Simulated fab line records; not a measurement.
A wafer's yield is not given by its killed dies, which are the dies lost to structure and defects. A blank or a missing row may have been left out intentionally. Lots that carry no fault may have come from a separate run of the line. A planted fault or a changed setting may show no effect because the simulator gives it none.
The tool behind it: which one?    flow nand harc    69 wafers from 23 lots sampled at 6 of the route's 1302 steps

## WHAT THE GAUGES READ, wafer by wafer
Not one reading of a measure or inspect step in the record can be checked against a usual standard deviation.

## WHICH TOOL RAN EACH LOT (tool, then ch and the chambers of the sampled wafers, then the start)
lot   NHARC_A_STAIRCASE_TRIM_198                     NHARC_A_STAIRCASE_TRIM_226                     NHARC_A_STAIRCASE_ETCH_227                     NHARC_A_STAIRCASE_HM_DEP_456   NHARC_A_STAIRCASE_ETCH_452                     NHARC_A_STAIRCASE_DESCUM_312
L074  rie diel-04 ch 0,1,3, day 16 05:26 or earlier  rie diel-11 ch 0,1, day 16 05:26 or earlier    rie diel-11 ch 0,1,3, day 16 05:26 or earlier  acl dep-02 ch 0, day 16 05:26  rie diel-04 ch 0,1,2, day 16 18:52 or earlier  rie diel-11 ch 0,1,2, day 16 18:52
L075  rie diel-04 ch 0,2,3, day 16 19:34 or earlier  rie diel-12 ch 0,1, day 16 19:34 or earlier    rie diel-12 ch 0,1, day 16 19:34 or earlier    acl dep-03 ch 0, day 16 19:34  rie diel-04 ch 1,2,3, day 17 10:02 or earlier  rie diel-11 ch 0,1,2, day 17 10:02
L076  rie diel-04 ch 1,3, day 16 21:04 or earlier    rie diel-11 ch 1,3, day 16 21:04 or earlier    rie diel-11 ch 0,1,2, day 16 21:04 or earlier  acl dep-02 ch 0, day 16 21:04  rie diel-04 ch 0,3, day 17 15:12 or earlier    rie diel-11 ch 1,2,3, day 17 15:12
L077  rie diel-11 ch 0,3, day 17 08:34 or earlier    rie diel-04 ch 0,1,2, day 17 08:34 or earlier  rie diel-04 ch 0,1,2, day 17 08:34 or earlier  acl dep-02 ch 0, day 17 08:34  rie diel-12 ch 0,1, day 18 00:17 or earlier    rie diel-12 ch 0,2,3, day 18 00:17
L078  rie diel-04 ch 0,2, day 17 23:53 or earlier    rie diel-04 ch 0,2, day 17 23:53 or earlier    rie diel-04 ch 1,3, day 17 23:53 or earlier    acl dep-01 ch 0, day 17 23:53  rie diel-12 ch 1,2,3, day 18 14:10 or earlier  rie diel-11 ch 0,2, day 18 14:10
L079  rie diel-11 ch 0,2,3, day 18 03:25 or earlier  rie diel-04 ch 0,3, day 18 03:25 or earlier    rie diel-04 ch 0,3, day 18 03:25 or earlier    acl dep-02 ch 0, day 18 03:25  rie diel-11 ch 0,2,3, day 18 17:10 or earlier  rie diel-04 ch 0,2,3, day 18 17:10
L080  rie diel-04 ch 1,2,3, day 18 16:38 or earlier  rie diel-04 ch 1,2,3, day 18 16:38 or earlier  rie diel-04 ch 1,2,3, day 18 16:38 or earlier  acl dep-03 ch 0, day 18 16:38  rie diel-04 ch 0,1,2, day 19 16:49 or earlier  rie diel-11 ch 1,2,3, day 19 16:49
L081  rie diel-04 ch 1,2,3, day 19 05:46 or earlier  rie diel-04 ch 1,2,3, day 19 05:46 or earlier  rie diel-04 ch 0,1,3, day 19 05:46 or earlier  acl dep-03 ch 0, day 19 05:46  rie diel-04 ch 0,3, day 20 01:43 or earlier    rie diel-12 ch 1,2, day 20 01:43
L082  rie diel-11 ch 0,2,3, day 19 08:39 or earlier  rie diel-04 ch 0,1,3, day 19 08:39 or earlier  rie diel-04 ch 1,2,3, day 19 08:39 or earlier  acl dep-01 ch 0, day 19 08:39  rie diel-04 ch 0,2,3, day 20 06:13 or earlier  rie diel-11 ch 0,2,3, day 20 06:13
L083  rie diel-12 ch 0,1,2, day 19 20:28 or earlier  rie diel-04 ch 0,2,3, day 19 20:28 or earlier  rie diel-04 ch 0,1,3, day 19 20:28 or earlier  acl dep-03 ch 0, day 19 20:28  rie diel-11 ch 0,1,2, day 20 11:50 or earlier  rie diel-04 ch 0,2, day 20 11:50
L084  rie diel-04 ch 0,3, day 20 11:28 or earlier    rie diel-12 ch 1,2,3, day 20 11:28 or earlier  rie diel-12 ch 0,1,3, day 20 11:28 or earlier  acl dep-01 ch 0, day 20 11:28  rie diel-12 ch 0,1,2, day 21 03:37 or earlier  rie diel-12 ch 0,2,3, day 21 03:37
L085  rie diel-12 ch 0,1,2, day 20 15:29 or earlier  rie diel-04 ch 0,2,3, day 20 15:29 or earlier  rie diel-04 ch 2,3, day 20 15:29 or earlier    acl dep-01 ch 0, day 20 15:29  rie diel-12 ch 0,1,2, day 21 06:25 or earlier  rie diel-12 ch 0,2,3, day 21 06:25
L086  rie diel-04 ch 0,2, day 20 13:40 or earlier    rie diel-12 ch 0,1,3, day 20 13:40 or earlier  rie diel-12 ch 0,3, day 20 13:40 or earlier    acl dep-01 ch 0, day 20 13:40  rie diel-04 ch 0,3, day 21 05:29 or earlier    rie diel-04 ch 0,2, day 21 05:29
L087  rie diel-12 ch 0,1,2, day 21 23:44 or earlier  rie diel-12 ch 0,1,3, day 21 23:44 or earlier  rie diel-12 ch 0,2,3, day 21 23:44 or earlier  acl dep-03 ch 0, day 21 23:44  rie diel-04 ch 0,1,3, day 22 15:06 or earlier  rie diel-12 ch 0,2,3, day 22 15:06
L089  rie diel-04 ch 2,3, day 21 20:50               rie diel-04 ch 2,3, day 22 06:17 or earlier    rie diel-04 ch 2,3, day 22 06:17 or earlier    acl dep-01 ch 0, day 22 06:17  rie diel-11 ch 2,3, day 22 20:55 or earlier    rie diel-11 ch 0,1,3, day 22 20:55
L088  rie diel-04 ch 1,2,3, day 23 00:00 or earlier  rie diel-12 ch 1,2,3, day 23 00:00 or earlier  rie diel-12 ch 0,1,3, day 23 00:00 or earlier  acl dep-01 ch 0, day 23 00:00  rie diel-11 ch 1,2,3, day 23 16:15 or earlier  rie diel-04 ch 0,1,3, day 23 16:15
L091  rie diel-04 ch 0,1,2, day 23 16:20 or earlier  rie diel-04 ch 1,2,3, day 23 16:20 or earlier  rie diel-04 ch 0,1, day 23 16:20 or earlier    acl dep-02 ch 0, day 23 16:20  rie diel-11 ch 1,2, day 24 06:02 or earlier    rie diel-12 ch 0,2, day 24 06:02
L090  rie diel-11 ch 1,2,3, day 23 06:14 or earlier  rie diel-11 ch 0,2,3, day 23 06:14 or earlier  rie diel-11 ch 2,3, day 23 06:14 or earlier    acl dep-03 ch 0, day 23 06:14  rie diel-11 ch 0,2,3, day 23 21:10 or earlier  rie diel-04 ch 0,1,2, day 23 21:10
L092  rie diel-12 ch 1,2,3, day 23 23:07 or earlier  rie diel-11 ch 0,1,2, day 23 23:07 or earlier  rie diel-11 ch 1,2,3, day 23 23:07 or earlier  acl dep-02 ch 0, day 23 23:07  rie diel-12 ch 0,1, day 24 19:14 or earlier    rie diel-12 ch 0,1, day 24 19:14
L094  rie diel-04 ch 2,3, day 24 08:42 or earlier    rie diel-12 ch 0,2,3, day 24 08:42 or earlier  rie diel-12 ch 1,2,3, day 24 08:42 or earlier  acl dep-03 ch 0, day 24 08:42  rie diel-12 ch 0,1,3, day 25 03:00 or earlier  rie diel-04 ch 0,1,3, day 25 03:00
L095  rie diel-04 ch 0,1,2, day 24 17:53 or earlier  rie diel-04 ch 1,3, day 24 17:53 or earlier    rie diel-04 ch 1,3, day 24 17:53 or earlier    acl dep-03 ch 0, day 24 17:53  rie diel-04 ch 1,2, day 25 11:32 or earlier    rie diel-04 ch 1,2,3, day 25 11:32
L097  rie diel-12 ch 0,2, day 25 20:52 or earlier    rie diel-04 ch 0,3, day 25 20:52 or earlier    rie diel-04 ch 1,3, day 25 20:52 or earlier    acl dep-03 ch 0, day 25 20:52  rie diel-12 ch 1,2,3, day 26 10:07 or earlier  rie diel-12 ch 2,3, day 26 10:07
L096  rie diel-04 ch 1,2, day 27 01:05 or earlier    rie diel-04 ch 2,3, day 27 01:05 or earlier    rie diel-04 ch 1,2, day 27 01:05 or earlier    acl dep-02 ch 0, day 27 01:05  rie diel-11 ch 0,1,2, day 27 19:58 or earlier  rie diel-04 ch 1,3, day 27 19:58
- NHARC_A_STAIRCASE_TRIM_198: chemistry O2, time 211.2 s.
- NHARC_A_STAIRCASE_TRIM_226: chemistry O2, time 211.2 s.
- NHARC_A_STAIRCASE_ETCH_227: etches the open film in C4F8/O2, target depth 100 nm, time 40.5 s.
- NHARC_A_STAIRCASE_HM_DEP_456: deposits aC, target thk 3100 nm.
- NHARC_A_STAIRCASE_ETCH_452: etches the open film in CF4/O2, target depth 30 nm, overetch 3 nm, time 16.5 s.
- NHARC_A_STAIRCASE_DESCUM_312: chemistry O2, time 3 s.

## WHAT THE TOOLS THEMSELVES READ (means of the sampled wafers that have a number; where no wafer has one, the mark that the record gives instead)
NHARC_A_STAIRCASE_TRIM_198. Usual: drypump motor current A 5.9 A, standard deviation 0.51; oes product au 0.997 a.u., standard deviation 0.0075; rf vpp V 57.9 V, standard deviation 0.92; showerhead plenum p Torr 3.55 Torr, standard deviation 0.14; throttle valve pct 17.037 %, standard deviation 0.0089.
lot   tool         drypump motor current A (A)  oes product au (a.u.)  rf vpp V (V)  showerhead plenum p Torr (Torr)  throttle valve pct (%)  flag
L074  rie diel-04  6.0                          1.008                  57.8          3.48                             17.047                  
L075  rie diel-04  5.8                          1.005                  58.5          3.59                             17.043                  
L076  rie diel-04  6.4                          0.999                  57.2          3.44                             17.033                  
L077  rie diel-11  5.9                          0.995                  57.7          3.59                             17.046                  
L078  rie diel-04  5.9                          0.989                  57.7          3.55                             17.030                  
L079  rie diel-11  5.8                          0.993                  57.4          3.59                             17.035                  
L080  rie diel-04  6.3                          1.002                  57.7          3.54                             17.032                  
L081  rie diel-04  6.3                          0.989                  57.8          3.54                             17.034                  
L082  rie diel-11  5.8                          1.007                  58.2          3.58                             17.034                  
L083  rie diel-12  5.3                          1.003                  57.0          3.55                             17.035                  
L084  rie diel-04  5.8                          1.005                  57.6          3.61                             17.033                  
L085  rie diel-12  5.3                          0.998                  57.6          3.55                             17.040                  
L086  rie diel-04  5.6                          1.006                  57.6          3.46                             17.042                  
L087  rie diel-12  5.3                          0.996                  58.0          3.55                             17.040                  
L089  rie diel-04  6.1                          0.989                  58.4          3.64                             17.044                  
L088  rie diel-04  6.3                          0.997                  58.9          3.53                             17.031                  
L091  rie diel-04  6.0                          0.993                  58.1          3.42                             17.042                  
L090  rie diel-11  5.8                          1.001                  58.9          3.57                             17.042                  
L092  rie diel-12  5.7                          0.991                  59.1          3.53                             17.035                  
L094  rie diel-04  6.1                          0.999                  58.2          3.63                             17.039                  
L095  rie diel-04  6.0                          0.988                  57.9          3.59                             17.038                  
L097  rie diel-12  5.3                          0.998                  58.2          3.54                             17.035                  
L096  rie diel-04  6.3                          0.991                  57.3          3.66                             17.042                  

NHARC_A_STAIRCASE_TRIM_226. Usual: drypump motor current A 5.9 A, standard deviation 0.51; oes product au 0.998 a.u., standard deviation 0.0067; rf vpp V 57.9 V, standard deviation 0.85; showerhead plenum p Torr 3.55 Torr, standard deviation 0.14; throttle valve pct 17.036 %, standard deviation 0.0086.
lot   tool         drypump motor current A (A)  oes product au (a.u.)  rf vpp V (V)  showerhead plenum p Torr (Torr)  throttle valve pct (%)  flag
L074  rie diel-11  6.2                          1.000                  58.0          3.67                             17.039                  
L075  rie diel-12  5.2                          0.989                  58.0          3.50                             17.038                  
L076  rie diel-11  5.8                          1.000                  58.0          3.62                             17.033                  
L077  rie diel-04  6.0                          0.998                  58.0          3.44                             17.030                  
L078  rie diel-04  5.9                          0.998                  58.0          3.55                             17.043                  
L079  rie diel-04  5.5                          1.008                  58.3          3.51                             17.035                  
L080  rie diel-04  6.3                          0.996                  58.6          3.54                             17.042                  
L081  rie diel-04  6.3                          0.993                  58.0          3.54                             17.035                  
L082  rie diel-04  6.0                          0.998                  57.8          3.47                             17.040                  
L083  rie diel-04  5.9                          1.004                  57.5          3.58                             17.031                  
L084  rie diel-12  5.7                          0.992                  57.9          3.54                             17.036                  
L085  rie diel-04  5.8                          0.988                  57.6          3.57                             17.036                  
L086  rie diel-12  5.5                          0.995                  57.8          3.48                             17.042                  
L087  rie diel-12  5.5                          0.997                  57.6          3.48                             17.045                  
L089  rie diel-04  6.1                          1.004                  58.4          3.68                             17.038                  
L088  rie diel-12  5.7                          0.990                  57.4          3.54                             17.034                  
L091  rie diel-04  6.3                          0.995                  57.9          3.53                             17.034                  
L090  rie diel-11  5.8                          1.000                  57.3          3.56                             17.031                  
L092  rie diel-11  6.2                          1.005                  58.1          3.61                             17.034                  
L094  rie diel-12  5.5                          0.995                  58.1          3.48                             17.030                  
L095  rie diel-04  6.4                          0.999                  58.5          3.77                             17.043                  
L097  rie diel-04  5.5                          0.999                  59.1          3.48                             17.029                  
L096  rie diel-04  6.1                          1.003                  57.9          3.62                             17.039                  

NHARC_A_STAIRCASE_ETCH_227. Usual: oes product au 0.942 a.u., standard deviation 0.0092; rf vpp V 897 V, standard deviation 5.1.
lot   tool         oes product au (a.u.)  rf vpp V (V)  flag
L074  rie diel-11  0.951                  898           
L075  rie diel-12  0.935                  896           
L076  rie diel-11  0.945                  900           
L077  rie diel-04  0.955                  892           
L078  rie diel-04  0.940                  898           
L079  rie diel-04  0.949                  900           
L080  rie diel-04  0.944                  896           
L081  rie diel-04  0.949                  894           
L082  rie diel-04  0.946                  896           
L083  rie diel-04  0.949                  894           
L084  rie diel-12  0.936                  894           
L085  rie diel-04  0.940                  901           
L086  rie diel-12  0.936                  892           
L087  rie diel-12  0.941                  894           
L089  rie diel-04  0.929                  902           
L088  rie diel-12  0.938                  894           
L091  rie diel-04  0.940                  888           
L090  rie diel-11  0.949                  897           
L092  rie diel-11  0.956                  897           
L094  rie diel-12  0.936                  896           
L095  rie diel-04  0.939                  904           
L097  rie diel-04  0.946                  903           
L096  rie diel-04  0.932                  900           

NHARC_A_STAIRCASE_HM_DEP_456. Usual: throttle valve pct 35.000 %, standard deviation 0.0089.
lot   tool        throttle valve pct (%)  flag
L074  acl dep-02  35.010                  
L075  acl dep-03  35.002                  
L076  acl dep-02  34.995                  
L077  acl dep-02  34.995                  
L078  acl dep-01  35.006                  
L079  acl dep-02  34.998                  
L080  acl dep-03  34.998                  
L081  acl dep-03  34.993                  
L082  acl dep-01  35.002                  
L083  acl dep-03  35.000                  
L084  acl dep-01  34.994                  
L085  acl dep-01  34.992                  
L086  acl dep-01  35.007                  
L087  acl dep-03  34.998                  
L089  acl dep-01  35.004                  
L088  acl dep-01  35.004                  
L091  acl dep-02  35.005                  
L090  acl dep-03  34.993                  
L092  acl dep-02  34.990                  
L094  acl dep-03  34.997                  
L095  acl dep-03  34.992                  
L097  acl dep-03  35.006                  
L096  acl dep-02  35.002                  

NHARC_A_STAIRCASE_ETCH_452. Usual: drypump motor current A 5.8 A, standard deviation 0.5; oes product au 0.998 a.u., standard deviation 0.0084; rf vpp V 198.0 V, standard deviation 1.2; showerhead plenum p Torr 1.34 Torr, standard deviation 0.05; throttle valve pct 13.397 %, standard deviation 0.0089.
lot   tool         drypump motor current A (A)  oes product au (a.u.)  rf vpp V (V)  showerhead plenum p Torr (Torr)  throttle valve pct (%)  flag
L074  rie diel-04  6.0                          0.996                  196.3         1.30                             13.398                  
L075  rie diel-04  6.2                          0.991                  198.1         1.34                             13.398                  
L076  rie diel-04  5.8                          0.993                  198.2         1.37                             13.394                  
L077  rie diel-12  5.2                          1.000                  197.5         1.32                             13.392                  
L078  rie diel-12  5.7                          0.999                  197.8         1.34                             13.404                  
L079  rie diel-11  5.8                          0.995                  197.9         1.36                             13.389                  
L080  rie diel-04  6.0                          1.003                  197.4         1.30                             13.393                  
L081  rie diel-04  5.7                          1.001                  198.3         1.37                             13.388                  
L082  rie diel-04  5.8                          0.995                  198.2         1.35                             13.400                  
L083  rie diel-11  6.2                          1.007                  199.4         1.38                             13.398                  
L084  rie diel-12  5.3                          0.991                  197.3         1.34                             13.400                  
L085  rie diel-12  5.3                          1.001                  197.2         1.34                             13.399                  
L086  rie diel-04  5.8                          1.002                  198.6         1.37                             13.390                  
L087  rie diel-04  6.0                          1.000                  197.7         1.31                             13.392                  
L089  rie diel-11  5.7                          1.017                  198.4         1.34                             13.397                  
L088  rie diel-11  5.8                          0.999                  198.2         1.35                             13.399                  
L091  rie diel-11  6.2                          1.001                  199.0         1.37                             13.405                  
L090  rie diel-11  5.8                          0.996                  198.5         1.35                             13.394                  
L092  rie diel-12  5.2                          0.999                  197.9         1.31                             13.396                  
L094  rie diel-12  5.5                          0.995                  198.5         1.31                             13.394                  
L095  rie diel-04  6.4                          0.996                  198.7         1.39                             13.398                  
L097  rie diel-12  5.7                          1.001                  197.4         1.33                             13.401                  
L096  rie diel-11  6.2                          1.002                  199.1         1.36                             13.391                  

NHARC_A_STAIRCASE_DESCUM_312. Usual: drypump motor current A 5.8 A, standard deviation 0.53; oes product au 0.997 a.u., standard deviation 0.0077; rf vpp V 57.9 V, standard deviation 0.95; showerhead plenum p Torr 1.93 Torr, standard deviation 0.073; throttle valve pct 11.311 %, standard deviation 0.0096.
lot   tool         drypump motor current A (A)  oes product au (a.u.)  rf vpp V (V)  showerhead plenum p Torr (Torr)  throttle valve pct (%)  flag
L074  rie diel-11  6.2                          1.000                  58.8          1.98                             11.309                  
L075  rie diel-11  6.2                          1.000                  57.6          1.98                             11.303                  
L076  rie diel-11  5.8                          0.999                  57.6          1.96                             11.318                  
L077  rie diel-12  5.5                          0.997                  58.0          1.90                             11.319                  
L078  rie diel-11  6.2                          1.008                  58.2          1.97                             11.314                  
L079  rie diel-04  5.8                          1.005                  58.6          1.95                             11.321                  
L080  rie diel-11  5.8                          1.000                  57.5          1.95                             11.309                  
L081  rie diel-12  5.5                          0.989                  58.3          1.96                             11.303                  
L082  rie diel-11  5.8                          1.016                  57.1          1.94                             11.312                  
L083  rie diel-04  5.9                          0.989                  57.9          1.92                             11.317                  
L084  rie diel-12  5.5                          0.991                  57.9          1.89                             11.311                  
L085  rie diel-12  5.5                          1.002                  57.5          1.89                             11.308                  
L086  rie diel-04  5.6                          0.994                  56.7          1.87                             11.308                  
L087  rie diel-12  5.5                          0.989                  56.9          1.89                             11.319                  
L089  rie diel-11  5.8                          0.993                  58.1          1.94                             11.318                  
L088  rie diel-04  5.9                          1.000                  58.2          1.98                             11.306                  
L091  rie diel-12  5.3                          0.988                  56.9          1.92                             11.303                  
L090  rie diel-04  6.0                          0.998                  57.6          1.95                             11.307                  
L092  rie diel-12  5.2                          1.005                  57.2          1.88                             11.308                  
L094  rie diel-04  6.0                          1.001                  58.0          1.97                             11.306                  
L095  rie diel-04  6.3                          1.001                  58.4          2.01                             11.313                  
L097  rie diel-12  5.9                          0.991                  57.8          1.88                             11.306                  
L096  rie diel-04  6.2                          0.995                  58.3          2.03                             11.312                  

## THE ANSWER, worked out from the rows above alone
Rule: a lot is off if the mean of its wafers that have a number lies more than 3 standard deviations from the usual mean. Also off: a lot with no number at a reading for which 4 or more lots have one. Where the step has rows for the other lots, those lots are counted as sound. First the gauges in route order, then the tools' own readings, where a lot's mean is used as printed above. At the first step where some lot is off, the reading lying furthest off is the one used; lots without a number count as furthest.
No lot is off on any of the readings shown, so nothing can be concluded from this.

## WHAT THE SIMULATOR HAD PUT IN
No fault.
